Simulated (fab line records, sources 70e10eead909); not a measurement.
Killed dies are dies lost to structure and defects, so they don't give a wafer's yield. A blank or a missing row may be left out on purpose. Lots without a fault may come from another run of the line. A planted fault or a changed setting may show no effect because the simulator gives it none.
Chamber matching | flow nand_harc | NHARC_P_M1_DESCUM_14 on rie_diel-07: 4 sister chambers
The step chemistry O2, time 3 s. 22 wafers are shown with their chamber, then 11 later ones without.

WAFERS WITH THEIR CHAMBER
wafer  | chamber | showerhead_plenum_p_Torr (Torr) | oes_product_au (a.u.) | o2_flow_sccm (sccm)
L077.2 | 2       | 2.06                            | 1.011                 | 200.3
L077.4 | 0       | 1.96                            | 0.989                 | 200.3
L077.6 | 0       | 1.96                            | 0.990                 | 199.8
L078.2 | 1       | 1.99                            | 1.003                 | 199.0
L078.3 | 2       | 2.06                            | 1.003                 | 201.0
L078.6 | 2       | 2.06                            | 0.998                 | 199.1
L079.2 | 3       | 2.01                            | 0.989                 | 199.4
L079.4 | 0       | 1.96                            | 0.993                 | 200.0
L079.6 | 3       | 2.01                            | 1.001                 | 199.8
L081.1 | 3       | 2.01                            | 1.011                 | 200.0
L081.5 | 3       | 2.01                            | 1.002                 | 201.0
L081.6 | 0       | 1.96                            | 0.989                 | 201.4
L082.2 | 2       | 2.05                            | 1.002                 | 199.9
L082.5 | 0       | 1.96                            | 0.993                 | 200.5
L082.6 | 3       | 2.01                            | 0.992                 | 201.3
L085.2 | 1       | 1.99                            | 1.000                 | 198.5
L085.3 | 2       | 2.05                            | 0.988                 | 199.4
L085.5 | 1       | 1.99                            | 1.015                 | 199.4
L084.4 | 0       | 1.95                            | 0.987                 | 200.1
L084.5 | 2       | 2.05                            | 1.003                 | 200.1
L084.6 | 3       | 2.01                            | 0.998                 | 200.0
L086.2 | 0       | 1.95                            | 0.981                 | 199.8

SIGNATURES (means of the wafers above)
reading                  | chamber 0 | chamber 1 | chamber 2 | chamber 3 | scatter within a chamber
showerhead_plenum_p_Torr | 1.9571    | 1.9900    | 2.0550    | 2.0100    | 0.00403
oes_product_au           | 0.98886   | 1.00600   | 1.00083   | 0.99883   | 0.00675
o2_flow_sccm             | 200.271   | 198.967   | 199.967   | 200.250   | 0.635
Rule: a wafer's distance from a chamber is the root of the sum, over the readings, of the square of ((its reading less the chamber's mean) divided by the reading's scatter). The wafer belongs to the nearest chamber; if the next one is less than 2 further off, it can't be placed. The scatter: the root of (the sum of the squares of (reading less its chamber's mean) over the shown wafers, divided by (wafers less chambers)).

WAFERS WITHOUT THEIR CHAMBER
wafer  | showerhead_plenum_p_Torr (Torr) | oes_product_au (a.u.) | o2_flow_sccm (sccm)
L086.3 | 1.99                            | 1.013                 | 199.5
L086.6 | 2.05                            | 0.998                 | 200.8
L088.3 | 2.05                            | 0.992                 | 199.9
L088.4 | 1.99                            | 1.002                 | 198.7
L088.6 | 1.99                            | 1.012                 | 199.5
L092.1 | 2.01                            | 0.999                 | 200.3
L092.2 | 1.95                            | 1.000                 | 201.1
L092.6 | 1.99                            | 1.015                 | 199.4
L096.1 | 2.05                            | 0.994                 | 200.2
L096.3 | 1.99                            | 1.000                 | 200.6
L096.4 | 2.01                            | 0.996                 | 199.6

WHICH CHAMBER EACH WENT THROUGH
wafer  | from the rows above | in truth
L086.3 | 1                   | 1
L086.6 | 2                   | 2
L088.3 | 2                   | 2
L088.4 | 1                   | 1
L088.6 | 1                   | 1
L092.1 | 3                   | 3
L092.2 | 0                   | 0
L092.6 | 1                   | 1
L096.1 | 2                   | 2
L096.3 | 1                   | 1
L096.4 | 3                   | 3
Placed correctly: 11 of 11. Can't be placed from these rows: 0. Placed wrongly: 0.
